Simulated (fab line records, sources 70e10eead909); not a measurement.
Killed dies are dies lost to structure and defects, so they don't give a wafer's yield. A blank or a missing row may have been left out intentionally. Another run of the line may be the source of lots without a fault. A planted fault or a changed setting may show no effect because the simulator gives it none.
fab line records	flow nand_harc
record lots=6	wafers=18	last_day=33
route steps=1302 shown P_M2@329 P_BONDPAD@351 END@1302
lots untouched by any fault: they come from a run of this same line in which no faults occurred
start_h: the number of hours between the record's first day and the start of the first shown wafer of the lot	wait_h: time in hours since the lot's previous step	" the same as in the row above	L1.1+2: one row covering several wafers at once	- value missing, or start not given	* or withheld: withheld	< > ~ a bound
route shown NAME@n: NAME is a module with steps in the file, n the number in the route of the first one	usual: the fault-free wafers' mean and standard deviation	same: alike in all rows	chamber/n: place in a boat	sites: per-site readings	_std_site: their standard deviation	_edge_site: outer sites' mean less inner sites'	radius_mm: how far each site lies from the wafer's centre	mask NAME#n: copy n	behind: the tool/chamber that last shaped the wafer	hold: reason for holding the lot/hours on hold/outcome of the hold	device: the transistor (n, p or np) that didn't switch	end of line: the tests these same wafers got at the end of their route	a step without rows: its recipe alone	killed: the dies lost at the first sort to structure and to defects; this is not the yield of the wafer	map: a wafer's dies, marking killed ones x, the rest . and places with no die _
set.NAME: setting as actually run; set.NAME@STEP: the setting as run at that earlier step	model.NAME: the simulator's own value behind a step, which no gauge read
lots seen at some steps along the route; tables by step, rows by wafer
services: the hour from which a tool's chamber was out of use, counted from the record's first day as start_h (under 0 if before that day), plus the number of hours and why
## steps
# step NHARC_P_M2_OVL_MEAS_10
# recipe pitch_nm=340
# usual overlay_x_nm=-0.1/0.83	overlay_y_nm=-0.1/0.72
lot.wafer	tool	chamber	start_h	wait_h	overlay_x_nm	overlay_y_nm
L168.1	overlay-02	-	132.74	-	0.6	-1.4
L168.5	"	-	"	"	1.0	-0.8
L168.6	"	-	"	"	0.0	-1.0
L172.1	overlay-01	-	171.33	-	-0.3	-0.1
L172.3	"	-	"	"	0.5	-0.2
L172.6	"	-	"	"	0.2	0.6
L176.2	overlay-02	-	214.19	-	-0.6	-0.3
L176.3	"	-	"	"	-0.3	-0.4
L176.6	"	-	"	"	-0.6	-0.4
L178.1	overlay-02	-	229.76	-	0.5	-0.7
L178.5	"	-	"	"	1.1	-0.7
L178.6	"	-	"	"	1.1	-0.7
L187.2	overlay-02	-	316.96	-	-1.0	0.5
L187.4	"	-	"	"	-1.0	0.4
L187.6	"	-	"	"	-1.2	0.3
L190.4	overlay-01	-	350.76	-	-0.3	-0.2
L190.5	"	-	"	"	-0.7	-0.1
L190.6	"	-	"	"	-0.4	-0.1
# step NHARC_P_M2_INSPECT_11
# usual raw_defect_count=5.0/2.6
lot.wafer	tool	chamber	start_h	wait_h	raw_defect_count
L168.1	defect_inspect-02	-	132.78	0.0	8
L168.5	"	-	"	"	2
L168.6	"	-	"	"	6
L172.1	defect_inspect-01	-	171.39	0.1	7
L172.3	"	-	"	"	5
L172.6	"	-	"	"	6
L176.2	defect_inspect-02	-	214.23	0.0	4
L176.3	"	-	"	"	5
L176.6	"	-	"	"	11
L178.1	defect_inspect-02	-	229.79	0.0	3
L178.5	"	-	"	"	3
L178.6	"	-	"	"	4
L187.2	defect_inspect-02	-	316.99	0.0	1
L187.4	"	-	"	"	7
L187.6	"	-	"	"	4
L190.4	defect_inspect-01	-	350.80	0.0	12
L190.5	"	-	"	"	6
L190.6	"	-	"	"	2
# step NHARC_P_M2_DESCUM_14
# recipe time_s=3	o2_flow_sccm=200	ar_flow_sccm=0	bias_power_w=0	chemistry=O2
# step NHARC_P_M2_ETCH_35
# recipe target_depth_a=400	overetch_a=120	time_s=43.94	ion_energy_ev=200	n2_flow_sccm=150	h2_flow_sccm=150	ar_flow_sccm=0	rf_w=400	bias_w=150	chemistry=N2/H2
# usual drypump_motor_current_A=5.65/0.24	oes_product_au=1.000/0.012	rf_fwd_power_W=395.1/2.1	rf_vpp_V=430.4/2.3	showerhead_plenum_p_Torr=2.04/0.08	throttle_valve_pct=14.171/0.0091
lot.wafer	tool	chamber	start_h	wait_h	drypump_motor_current_A	oes_product_au	rf_fwd_power_W	rf_hours_counter_h	rf_vpp_V	showerhead_plenum_p_Torr	throttle_valve_pct
L168.1	rie_diel-11	0	132.93	0.1	5.68	0.971	396.4	2.3	433.5	2.15	14.179
L168.6	"	2	"	"	5.45	0.983	394.0	-	433.4	2.14	14.181
L168.5	"	3	"	"	5.47	1.009	396.0	-	431.3	2.08	14.174
L172.1	rie_diel-10	3	171.54	0.1	5.88	1.013	396.7	4.5	432.5	2.11	14.166
L172.3	"	0	"	"	5.90	1.017	392.1	4.3	432.5	2.08	14.154
L172.6	"	2	"	"	5.49	1.002	393.6	-	430.8	2.01	14.182
L176.3	rie_diel-08	1	214.38	0.1	5.96	1.007	393.0	1.0	429.5	2.00	14.176
L176.2	"	2	"	"	5.83	0.993	396.4	1.0	431.1	2.07	14.175
L176.6	"	1	"	"	5.95	0.996	392.9	-	428.9	2.00	14.173
L178.1	rie_diel-11	0	229.95	0.1	5.70	0.982	395.8	7.2	433.6	2.15	14.182
L178.6	"	2	"	"	5.45	0.978	393.9	-	435.1	2.14	14.169
L178.5	"	3	"	"	5.45	1.029	394.2	-	431.1	2.08	14.172
L187.4	rie_diel-08	2	317.14	0.1	5.81	1.011	394.5	6.2	431.7	2.07	14.164
L187.2	"	1	"	"	5.93	1.016	393.4	5.3	429.7	2.00	14.181
L187.6	"	2	"	"	5.82	1.004	394.6	-	431.6	2.07	14.179
L190.4	rie_diel-10	3	350.96	0.1	5.93	1.000	397.4	4.0	432.9	2.11	14.163
L190.6	"	1	"	"	5.39	1.005	395.1	-	427.0	1.90	14.179
L190.5	"	2	"	"	5.52	1.017	395.9	-	429.6	2.01	14.174
# step NHARC_P_M2_ETCH_15
# recipe target_depth_a=1825	time_s=91.2	c4f8_flow_sccm=withheld	ar_flow_sccm=400	rf_w=600	bias_w=300	chemistry=C4F8/Ar
# step NHARC_P_M2_CD_MEAS_16
# usual cd_nm=169.5/1
lot.wafer	tool	chamber	start_h	wait_h	cd_nm
L168.1	cd_sem-02	-	133.14	-	170.8
L168.5	"	-	"	"	168.5
L168.6	"	-	"	"	170.4
L172.1	cd_sem-02	-	171.75	-	168.5
L172.3	"	-	"	"	168.3
L172.6	"	-	"	"	169.4
L176.2	cd_sem-03	-	214.60	-	168.8
L176.3	"	-	"	"	168.9
L176.6	"	-	"	"	169.6
L178.1	cd_sem-03	-	230.16	-	169.0
L178.5	"	-	"	"	169.1
L178.6	"	-	"	"	168.0
L187.2	cd_sem-02	-	317.36	-	168.5
L187.4	"	-	"	"	170.7
L187.6	"	-	"	"	169.0
L190.4	cd_sem-03	-	351.17	-	170.1
L190.5	"	-	"	"	168.7
L190.6	"	-	"	"	170.4
# step NHARC_P_M2_STRIP_18
# recipe power_w=1000	n2_flow_sccm=150	h2_flow_sccm=150	ar_flow_sccm=0	bias_w=0	chemistry=N2/H2
# step NHARC_P_M2_ETCH_28
# recipe target_depth_a=300	over_etch_frac=0.3	time_s=72.99	ion_energy_ev=150	cf4_flow_sccm=50	n2_flow_sccm=100	ar_flow_sccm=150	rf_w=300	bias_w=100	chemistry=CF4/N2
# usual drypump_motor_current_A=5.64/0.26	oes_product_au=1.002/0.013	rf_fwd_power_W=297.4/1.4	rf_vpp_V=314.3/1.9	showerhead_plenum_p_Torr=2.64/0.091	throttle_valve_pct=19.795/0.0088
lot.wafer	tool	chamber	start_h	wait_h	drypump_motor_current_A	oes_product_au	rf_fwd_power_W	rf_hours_counter_h	rf_vpp_V	showerhead_plenum_p_Torr	throttle_valve_pct
L168.1	rie_diel-10	3	-	-	5.91	1.023	298.7	2.6	316.7	2.71	19.800
L168.6	"	3	"	"	5.91	1.019	299.0	-	315.5	2.71	19.795
L168.5	"	0	"	"	5.89	1.012	297.4	-	312.5	2.67	19.798
L172.3	rie_diel-10	3	-	-	5.92	1.014	298.8	4.6	315.2	2.71	19.776
L172.1	"	1	"	"	5.43	1.005	296.3	4.6	309.6	2.47	19.793
L172.6	"	0	"	"	5.86	1.021	295.2	-	314.8	2.67	19.784
L176.3	rie_diel-08	0	-	-	5.70	0.973	298.4	0.6	316.3	2.71	19.798
L176.2	"	1	"	"	5.94	1.006	296.0	1.1	312.5	2.58	19.789
L176.6	"	1	"	"	5.96	1.010	297.7	-	313.0	2.58	19.799
L178.1	rie_diel-10	0	-	-	5.88	1.001	297.0	8.1	314.2	2.67	19.779
L178.6	"	2	"	"	5.53	0.989	298.4	-	313.7	2.59	19.799
L178.5	"	3	"	"	5.89	1.018	299.0	-	315.9	2.71	19.799
L187.2	rie_diel-10	2	-	-	5.48	0.998	294.7	2.6	313.0	2.59	19.795
L187.4	"	0	"	"	5.86	1.019	297.2	2.1	314.4	2.67	19.786
L187.6	"	1	"	"	5.42	1.003	296.8	-	311.6	2.46	19.800
L190.4	rie_diel-11	0	-	-	5.73	0.984	298.8	5.9	316.9	2.75	19.800
L190.5	"	0	"	"	5.71	0.980	298.3	-	316.5	2.76	19.802
L190.6	"	1	"	"	4.97	0.998	297.1	-	313.9	2.57	19.798
# step NHARC_P_M2_STRIP_19
# recipe time_s=600	temp_c=30	chemistry=post_etch_residue_remover
# step NHARC_P_M2_DEGAS_29
# recipe temp_c=250	time_s=60
# usual heater_power_w=323/21
lot.wafer	tool	chamber	start_h	wait_h	heater_power_w
L168.1	pvd_sputter-03	-	133.87	-	338
L168.6	"	-	"	"	346
L168.5	"	-	"	"	319
L172.1	pvd_sputter-02	-	172.96	-	303
L172.3	"	-	"	"	279
L172.6	"	-	"	"	303
L176.3	pvd_sputter-03	-	215.32	-	309
L176.2	"	-	"	"	345
L176.6	"	-	"	"	322
L178.1	pvd_sputter-03	-	230.91	-	340
L178.5	"	-	"	"	322
L178.6	"	-	"	"	335
L187.4	pvd_sputter-02	-	318.09	-	291
L187.2	"	-	"	"	303
L187.6	"	-	"	"	283
L190.4	pvd_sputter-01	-	351.89	-	372
L190.6	"	-	"	"	370
L190.5	"	-	"	"	315
# step NHARC_P_M2_PRE_CLEAN_30
# recipe time_s=30	temp_c=280	gas=H2/He
# step NHARC_P_M2_PVD_20
# recipe target_thk_a=50	bias_v=168.6	power_w=15000	chamber_pressure_pa=0.12	time_s=8.06	substrate_temp_c=50	material=TaN
# step NHARC_P_M2_PVD_21
# recipe target_thk_a=300	chamber_pressure_pa=5	power_w=5000	substrate_temp_c=30	time_s=20.49	material=Cu
# usual throttle_valve_pct=30.3/1.4
lot.wafer	tool	chamber	start_h	wait_h	throttle_valve_pct
L168.1	pvd_sputter-03	-	134.09	-	32.3
L168.5	"	-	"	"	29.4
L168.6	"	-	"	"	32.2
L172.1	pvd_sputter-02	-	173.17	-	30.1
L172.3	"	-	"	"	28.4
L172.6	"	-	"	"	28.9
L176.2	pvd_sputter-03	-	215.54	-	29.3
L176.3	"	-	"	"	30.4
L176.6	"	-	"	"	29.5
L178.1	pvd_sputter-03	-	231.15	-	30.4
L178.5	"	-	"	"	32.9
L178.6	"	-	"	"	29.2
L187.4	pvd_sputter-02	-	318.44	-	30.3
L187.2	"	-	"	"	28.9
L187.6	"	-	"	"	29.0
L190.4	pvd_sputter-01	-	352.13	-	31.9
L190.6	"	-	"	"	31.2
L190.5	"	-	"	"	32.0
# step NHARC_P_M2_ECD_22
# recipe target_thk_a=4000	bath_temp_c=25	material=Cu
# step NHARC_P_M2_ANNEAL_31
# recipe temp_c=225	time_s=90
# step NHARC_P_M2_CMP_23
# recipe t_overpolish_s=20	target_thk_nm=144.3
# usual motor_current_A=11.9/1.2	retaining_ring_pressure_frac=0.999/0.0052	time_to_endpoint_s=29/3.2
lot.wafer	tool	chamber	start_h	wait_h	motor_current_A	retaining_ring_pressure_frac	time_to_endpoint_s
L168.1	cmp-03	1	134.95	-	10.3	1.000	32
L168.6	"	1	"	"	10.5	1.005	30
L168.5	"	2	"	"	11.6	0.998	29
L172.3	cmp-04	1	174.03	-	12.5	0.999	29
L172.1	"	0	"	"	12.0	1.003	32
L172.6	"	2	"	"	12.6	1.003	31
L176.3	cmp-03	3	216.40	-	13.4	1.006	26
L176.2	"	0	"	"	12.9	1.008	26
L176.6	"	3	"	"	13.4	0.995	27
L178.1	cmp-02	0	232.03	-	10.0	1.000	28
L178.6	"	2	"	"	11.7	0.990	29
L178.5	"	3	"	"	10.7	0.999	27
L187.4	cmp-04	1	319.29	-	12.0	0.997	30
L187.2	"	0	"	"	11.9	0.996	32
L187.6	"	2	"	"	12.6	0.998	34
L190.4	cmp-03	1	353.04	-	10.8	0.997	29
L190.6	"	3	"	"	12.8	0.999	27
L190.5	"	0	"	"	12.9	1.004	28
# step NHARC_P_M2_SRD_25
# step NHARC_P_M2_PRE_CLEAN_32
# recipe time_s=12	temp_c=370	rf_power_w=300	gas=NH3
# step NHARC_P_M2_DEP_33
# recipe target_thk_a=300	temp_c=370	target_thk_nm=30	pressure_torr=3	flow_sccm=200	rf_w=450	material=SiCN
# step NHARC_P_BONDPAD_DEP_00
# recipe target_thk_a=2500	temp_c=370	target_thk_nm=250	pressure_torr=3	flow_sccm=200	rf_w=450	material=SiCN
# usual heater_power_w=565/79	rf_fwd_power_W=449.0/1.4
lot.wafer	tool	chamber	start_h	wait_h	heater_power_w	rf_fwd_power_W
L168.1	pecvd-04	1	136.03	-	602	452.1
L168.6	"	1	"	"	595	449.6
L168.5	"	2	"	"	438	449.0
L172.3	pecvd-03	1	-	-	500	447.2
L172.1	"	2	"	"	657	447.3
L172.6	"	0	"	"	615	448.5
L176.2	pecvd-01	0	217.47	-	644	447.4
L176.3	"	2	"	"	590	450.6
L176.6	"	2	"	"	610	451.7
L178.1	pecvd-01	0	233.17	0.5	638	447.8
L178.6	"	0	"	"	647	444.7
L178.5	"	2	"	"	577	450.3
L187.2	pecvd-03	1	320.51	-	522	446.5
L187.6	"	2	"	"	671	446.7
L187.4	"	0	"	"	551	448.8
L190.5	pecvd-03	2	354.15	-	663	451.1
L190.4	"	0	"	"	574	448.9
L190.6	"	1	"	"	511	450.2
# step NHARC_P_BONDPAD_CMP_32
# recipe target_thk_nm=200	material=SiCN
# step NHARC_P_BONDPAD_THK_MEAS_33
# recipe thk_meas_gauge=ellipsometry
# usual thk_nm=199.9/1.7
lot.wafer	tool	chamber	start_h	wait_h	thk_nm
L168.1	film_metro-02	-	136.64	0.2	200.4
L168.5	"	-	"	"	200.3
L168.6	"	-	"	"	201.0
L172.1	film_metro-01	-	175.72	0.2	199.1
L172.3	"	-	"	"	200.5
L172.6	"	-	"	"	201.1
L176.2	film_metro-01	-	218.13	0.2	198.7
L176.3	"	-	"	"	201.6
L176.6	"	-	"	"	204.7
L178.1	film_metro-01	-	233.83	0.2	198.7
L178.5	"	-	"	"	198.2
L178.6	"	-	"	"	201.1
L187.2	film_metro-02	-	321.08	0.2	200.4
L187.4	"	-	"	"	199.1
L187.6	"	-	"	"	200.6
L190.4	film_metro-01	-	354.67	0.2	195.9
L190.5	"	-	"	"	202.0
L190.6	"	-	"	"	199.3
# step NHARC_P_BONDPAD_SRD_34
# step NHARC_P_BONDPAD_DEHYDRATE_01
# recipe temp_c=150	time_s=120
# step NHARC_P_BONDPAD_HMDS_02
# recipe time_s=30
# step NHARC_P_BONDPAD_COAT_36
# recipe temp_c=200	time_s=65
# step NHARC_P_BONDPAD_COAT_03
# recipe spin_rpm=2000	resist_thk_nm=600
# step NHARC_P_BONDPAD_SOFTBAKE_04
# recipe temp_c=125	time_s=70
# step NHARC_P_BONDPAD_EBR_05
# step NHARC_P_BONDPAD_EXPOSE_06
# recipe na=0.55	dose_mj=37.06	mask_id=P_BPAD
# step NHARC_P_BONDPAD_PEB_07
# recipe peb_temp_c=128	peb_time_s=80
# step NHARC_P_BONDPAD_DEVELOP_08
# recipe time_s=50	dev_temp_c=22
# step NHARC_P_BONDPAD_CD_MEAS_09
# recipe target_cd_nm=500	landing_energy_ev=500
# usual cd_nm=501.1/2.3
# same landing_energy_ev=500
lot.wafer	tool	chamber	start_h	wait_h	cd_nm
L168.1	cd_sem-03	0	137.08	-	499.6
L168.5	"	0	"	"	501.6
L168.6	"	0	"	"	502.4
L172.1	cd_sem-03	0	176.28	-	498.4
L172.3	"	0	"	"	500.5
L172.6	"	0	"	"	503.6
L176.2	cd_sem-02	0	218.57	-	499.5
L176.3	"	0	"	"	503.6
L176.6	"	0	"	"	498.9
L178.1	cd_sem-03	0	234.40	-	498.7
L178.5	"	0	"	"	500.1
L178.6	"	0	"	"	503.5
L187.2	cd_sem-02	0	321.64	-	501.2
L187.4	"	0	"	"	500.9
L187.6	"	0	"	"	498.9
L190.4	cd_sem-01	0	355.13	-	502.5
L190.5	"	0	"	"	500.8
L190.6	"	0	"	"	501.1
# step NHARC_P_BONDPAD_OVL_MEAS_38
# usual overlay_x_nm=2/4.3	overlay_y_nm=-2/6.2
lot.wafer	tool	chamber	start_h	wait_h	overlay_x_nm	overlay_y_nm
L168.1	overlay-01	-	137.18	-	1	-8
L168.5	"	-	"	"	1	-9
L168.6	"	-	"	"	0	-8
L172.1	overlay-01	-	176.37	-	3	-5
L172.3	"	-	"	"	3	-6
L172.6	"	-	"	"	3	-6
L176.2	overlay-02	-	218.65	-	5	-11
L176.3	"	-	"	"	5	-12
L176.6	"	-	"	"	5	-11
L178.1	overlay-02	-	234.49	-	5	2
L178.5	"	-	"	"	5	1
L178.6	"	-	"	"	5	2
L187.2	overlay-02	-	321.73	-	1	12
L187.4	"	-	"	"	1	12
L187.6	"	-	"	"	1	12
L190.4	overlay-01	-	355.21	-	-1	-2
L190.5	"	-	"	"	-1	-2
L190.6	"	-	"	"	0	-2
# step NHARC_P_BONDPAD_HARDBAKE_10
# recipe temp_c=118	time_s=65
# step NHARC_P_BONDPAD_DESCUM_11
# recipe time_s=3	o2_flow_sccm=200	ar_flow_sccm=0	bias_power_w=0	chemistry=O2
# step NHARC_P_BONDPAD_ETCH_37
# recipe target_depth_a=600	overetch_a=180	time_s=65.91	ion_energy_ev=200	n2_flow_sccm=150	h2_flow_sccm=150	ar_flow_sccm=0	rf_w=400	bias_w=150	chemistry=N2/H2
# step NHARC_P_BONDPAD_ETCH_12
# recipe target_depth_a=2000	time_s=100	chf3_flow_sccm=50	o2_flow_sccm=10	ar_flow_sccm=200	rf_w=500	bias_w=200	chemistry=CHF3/O2
# step NHARC_P_BONDPAD_CD_MEAS_13
# usual cd_nm=500.7/2.6
lot.wafer	tool	chamber	start_h	wait_h	cd_nm
L168.1	cd_sem-01	-	137.62	-	499.8
L168.5	"	-	"	"	502.8
L168.6	"	-	"	"	501.6
L172.1	cd_sem-02	-	176.81	-	497.8
L172.3	"	-	"	"	500.1
L172.6	"	-	"	"	504.1
L176.2	cd_sem-01	-	219.14	-	497.9
L176.3	"	-	"	"	503.4
L176.6	"	-	"	"	497.9
L178.1	cd_sem-01	-	234.93	-	497.7
L178.5	"	-	"	"	497.8
L178.6	"	-	"	"	504.6
L187.2	cd_sem-03	-	322.17	-	501.0
L187.4	"	-	"	"	500.6
L187.6	"	-	"	"	499.2
L190.4	cd_sem-03	-	355.70	-	504.1
L190.5	"	-	"	"	499.3
L190.6	"	-	"	"	501.4
# step NHARC_END_SORT_01
# recipe temp_c=25
# usual defect_limited_yield=91/3.1	killed_at_array=59/21	killed_at_other=1.0/1.1	killed_at_periphery=4.0/2.6	killed_dies=64/21	killed_open=3.2/1.7	killed_short=2.5/1.5
# same gross_dies=677
lot.wafer	tool	chamber	start_h	wait_h	defect_limited_yield[%]	killed_at_array	killed_at_other	killed_at_periphery	killed_dies	killed_open	killed_short
L168.1	prober-02	0	593.64	2.5	95	24	0	7	31	4	3
L168.5	prober-02	0	596.78	3.6	95	31	3	2	36	9	4
L168.6	prober-02	0	597.56	3.9	96	25	0	4	29	3	2
L172.1	prober-02	0	623.23	2.5	94	32	0	6	38	4	4
L172.3	prober-02	0	624.82	3.1	94	31	0	8	39	6	3
L172.6	prober-02	0	627.21	4.0	93	36	0	9	45	9	3
L176.2	prober-01	0	654.00	2.8	82	43	3	76	122	1	0
L176.3	prober-01	0	654.80	3.1	83	45	0	68	113	2	2
L176.6	prober-01	0	657.20	4.0	80	55	1	81	137	4	1
L178.1	prober-01	0	663.34	2.5	83	57	1	60	118	6	2
L178.5	prober-01	0	666.56	3.7	83	79	0	34	113	5	1
L178.6	prober-01	0	667.36	4.0	77	82	1	74	157	1	2
L190.4	prober-02	0	784.43	3.4	92	50	1	6	57	1	2
L190.5	prober-02	0	785.24	3.7	91	54	2	6	62	2	1
L190.6	prober-02	0	786.05	4.0	93	45	1	3	49	4	2
# killed by level:class
L168.1 A_CHANNEL_HOLE_D2:chamber_film_flake=8 P_M1:chamber_film_flake=4 A_CONTACT:chamber_film_flake=3 A_CHANNEL_HOLE_D1:chamber_film_flake=2 A_DECK1_JOINT:chamber_film_flake=2 A_WL_FILL:chamber_film_flake=2 P_CONTACT:geometric_particle:short=1 P_M0:geometric_particle:open=1
L168.5 A_CHANNEL_HOLE_D2:chamber_film_flake=11 A_CHANNEL_FILL_D2:geometric_particle:open=5 A_STAIRCASE:chamber_film_flake=3 P_M1:chamber_film_flake=2 A_CHANNEL_HOLE_D1:chamber_film_flake=2 A_DECK1_JOINT:chamber_film_flake=2 A_CONTACT:chamber_film_flake=2 A_DECK1_JOINT:geometric_particle:short=1
L168.6 A_CHANNEL_HOLE_D2:chamber_film_flake=6 A_CHANNEL_FILL_D2:chamber_film_flake=6 A_CHANNEL_HOLE_D1:chamber_film_flake=4 P_M1:chamber_film_flake=3 A_SLIT:chamber_film_flake=2 A_CHANNEL_FILL_D1:geometric_particle:short=1 A_DECK1_JOINT:geometric_particle:open=1 A_CHANNEL_FILL_D2:geometric_particle:short=1
L172.1 A_CHANNEL_HOLE_D2:chamber_film_flake=10 A_CONTACT:chamber_film_flake=4 P_GATE:chamber_film_flake=3 A_ZERO_WELL:chamber_film_flake=3 A_CHANNEL_HOLE_D1:chamber_film_flake=3 A_STAIRCASE:chamber_film_flake=3 A_M0:geometric_particle:open=2 A_WL_FILL:chamber_film_flake=2
L172.3 A_CHANNEL_HOLE_D2:chamber_film_flake=11 A_CONTACT:chamber_film_flake=4 P_ZERO_WELL:chamber_film_flake=3 A_ZERO_WELL:chamber_film_flake=3 P_M1:geometric_particle:open=2 A_CHANNEL_HOLE_D2:geometric_particle:short=2 A_M0:geometric_particle:open=2 P_GATE:chamber_film_flake=2
L172.6 A_CHANNEL_HOLE_D2:chamber_film_flake=7 A_ZERO_WELL:chamber_film_flake=5 A_WL_FILL:chamber_film_flake=5 P_GATE:chamber_film_flake=4 A_CHANNEL_HOLE_D1:chamber_film_flake=3 A_SLIT:chamber_film_flake=3 A_CONTACT:chamber_film_flake=3 P_M1:geometric_particle:open=2
L176.2 P_M2:unspecified=73 A_SLIT:chamber_film_flake=22 A_CHANNEL_HOLE_D2:chamber_film_flake=7 A_STAIRCASE:chamber_film_flake=7 A_CONTACT:chamber_film_flake=4 THIN_TSV:chamber_film_flake=3 P_M2:chamber_film_flake=2 A_CHANNEL_HOLE_D1:chamber_film_flake=2
L176.3 P_M2:unspecified=62 A_SLIT:chamber_film_flake=31 A_CHANNEL_HOLE_D2:chamber_film_flake=5 P_ZERO_WELL:chamber_film_flake=4 A_STAIRCASE:chamber_film_flake=3 A_CHANNEL_HOLE_D1:chamber_film_flake=2 P_GATE:geometric_particle:open=1 A_ONON_D1:geometric_particle:short=1
L176.6 P_M2:unspecified=77 A_SLIT:chamber_film_flake=27 A_CHANNEL_HOLE_D2:chamber_film_flake=8 A_STAIRCASE:chamber_film_flake=7 A_CONTACT:chamber_film_flake=6 P_ZERO_WELL:chamber_film_flake=2 A_CHANNEL_HOLE_D1:chamber_film_flake=2 P_GATE:geometric_particle:open=1
L178.1 P_M2:unspecified=59 A_SLIT:chamber_film_flake=23 A_CHANNEL_HOLE_D2:chamber_film_flake=10 A_CHANNEL_HOLE_D1:chamber_film_flake=9 A_CONTACT:chamber_film_flake=6 A_SOURCE_PLATE:geometric_particle:short=1 A_ONON_D1:geometric_particle:open=1 A_CHANNEL_FILL_D1:geometric_particle:short=1
L178.5 P_M2:unspecified=33 A_SLIT:chamber_film_flake=33 A_CHANNEL_HOLE_D1:chamber_film_flake=21 A_CHANNEL_HOLE_D2:chamber_film_flake=12 A_CONTACT:chamber_film_flake=4 A_WL_FILL:geometric_particle:open=2 A_STAIRCASE:chamber_film_flake=2 P_M0:geometric_particle:open=1
L178.6 P_M2:unspecified=72 A_CHANNEL_HOLE_D1:chamber_film_flake=30 A_SLIT:chamber_film_flake=29 A_CHANNEL_HOLE_D2:chamber_film_flake=18 A_ONON_D1:geometric_particle:short=1 A_STAIRCASE:geometric_particle:short=1 A_WL_FILL:geometric_particle:open=1 P_GATE:chamber_film_flake=1
L190.4 A_SLIT:chamber_film_flake=38 A_STAIRCASE:chamber_film_flake=5 P_STI:chamber_film_flake=4 A_CONTACT:chamber_film_flake=2 P_GATE:geometric_particle:open=1 A_CHANNEL_FILL_D1:geometric_particle:short=1 A_WL_FILL:geometric_particle:short=1 P_ZERO_WELL:chamber_film_flake=1
L190.5 A_SLIT:chamber_film_flake=37 A_CONTACT:chamber_film_flake=9 A_STAIRCASE:chamber_film_flake=4 P_STI:chamber_film_flake=3 P_ZERO_WELL:geometric_particle:open=1 A_CHANNEL_FILL_D2:geometric_particle:open=1 STARTING-WAFER:geometric_particle:short=1 P_ZERO_WELL:chamber_film_flake=1
L190.6 A_SLIT:chamber_film_flake=27 A_STAIRCASE:chamber_film_flake=5 A_CONTACT:chamber_film_flake=4 P_GATE:geometric_particle:open=1 A_SOURCE_PLATE:geometric_particle:open=1 A_ONON_D1:geometric_particle:open=1 A_CHANNEL_FILL_D1:geometric_particle:short=1 A_ONON_D2:geometric_particle:open=1
# map L176.6 (x killed, . not)
____________.____________
_________......._________
_______..........._______
______.............______
_____..........x...._____
____.................____
____.................____
___.x...xx.....x......___
___........x..........___
__....xx.xxxx..........__
__......x.x...x........__
_x....xx.xx............._
_....x..xxx............._
_.....xxxx.x............_
_...x....x.x............_
_..x.....x.............._
...........x.............
.......x.................
.........................
.....x...................
....x.x.......x..x.......
_.............x.x...x..._
_...............x..x...._
_.x.......x...x.xxxx...._
_............x.x.xxxx..._
_..............x.x..x..x_
__....x...x...xxxxxx...__
__............xxxxxx.x.__
___..x..x.....xxxxxxxx___
___......x..xxxxxxxxxx___
____.......x.xxxxxxxx____
____...x.x...xxxxxxxx____
_____........xxxxxxx_____
______........xxxxx______
_______......xxxxx_______
_________.....xx_________
____________.____________
# map L178.6 (x killed, . not)
____________.____________
_________......x_________
_______..........._______
______............x______
_____............x.._____
____...........x..x..____
____..........xxxxxxx____
___.......x...xxxxx...___
___....x......x.xxxxx.___
__.........x...xxxxxx..__
__........x.xx...x.....__
_.........xxx..x.x......_
_......x.x..x......x...._
_........x.x............_
_........xx.x..........._
_.........x............._
.........................
.........................
........................x
...............x.xx......
...x.........x..x.x......
_..............x.xxx...._
_.............x.xxxxx..._
_.x.x...........x.x....._
_........x.....xxxxxx..._
_.............x.xxxxx..._
__............xxxxxxxx.__
__..x........xxxxxxxx..__
___..........xxxxxxxx.___
___..........xxxxxxxxx___
____.........xxxxxxxx____
____......x..xxxxxxxx____
_____..x.....xxxxxxx_____
______.......xxxxxx______
_______.......xxxx_______
_________.....xx_________
____________.____________
## services
tool	chamber	start_h	hours	kind
cmp-04	-	111.12	4.0	pm
pecvd-01	-	112.09	0.6	repair
rie_diel-08	2	121.14	22.7	repair
pvd_sputter-01	-	128.80	3.5	repair
pecvd-03	2	140.18	5.1	repair
cmp-03	-	164.22	4.0	pm
pvd_sputter-03	-	170.05	10.0	pm
pecvd-03	-	185.00	13.0	pm
rie_diel-08	-	190.80	9.0	pm
rie_diel-10	3	202.06	25.8	repair
rie_diel-10	-	216.66	1.6	repair
rie_diel-08	1	231.09	10.1	repair
cmp-03	-	239.68	1.0	repair
rie_diel-10	-	242.50	9.0	pm
rie_diel-11	-	255.58	9.0	pm
cmp-03	-	262.22	4.0	pm
pvd_sputter-03	-	273.05	12.4	repair
pvd_sputter-02	-	282.03	10.0	pm
rie_diel-10	1	290.51	6.6	repair
rie_diel-10	1	337.46	2.5	repair
rie_diel-10	1	343.85	5.0	repair
cmp-03	-	343.98	0.5	repair
pvd_sputter-03	-	348.10	10.0	pm
pvd_sputter-02	-	350.20	3.9	repair
## key
first_sign step=NHARC_END_SORT_01	reading=killed_at_periphery	direction=up	sigmas=24	usual=4.0	struck=65.5
effect step=NHARC_END_SORT_01	reading=defect_limited_yield	direction=down	sigmas=2.9	usual=91	struck=81	wafers_moved=4
more_kills_born_at NHARC_P_M2_PVD_21@pvd_sputter-03=376
met_at NHARC_P_M2_PVD_21
struck_wafers L176.2,L176.3,L176.6,L178.1,L178.5,L178.6
onset_between 134.09 215.54
also_fits NHARC_P_M2_DEGAS_29:pvd_sputter-03,NHARC_P_BONDPAD_DEP_00:pecvd-01
fault kind=chamber_particle_source	tool=pvd_sputter-03	chamber=-	onset_h=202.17	steps=NHARC_P_M2_PVD_21	rate_per_visit_cm2=1.4017	end_h=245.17
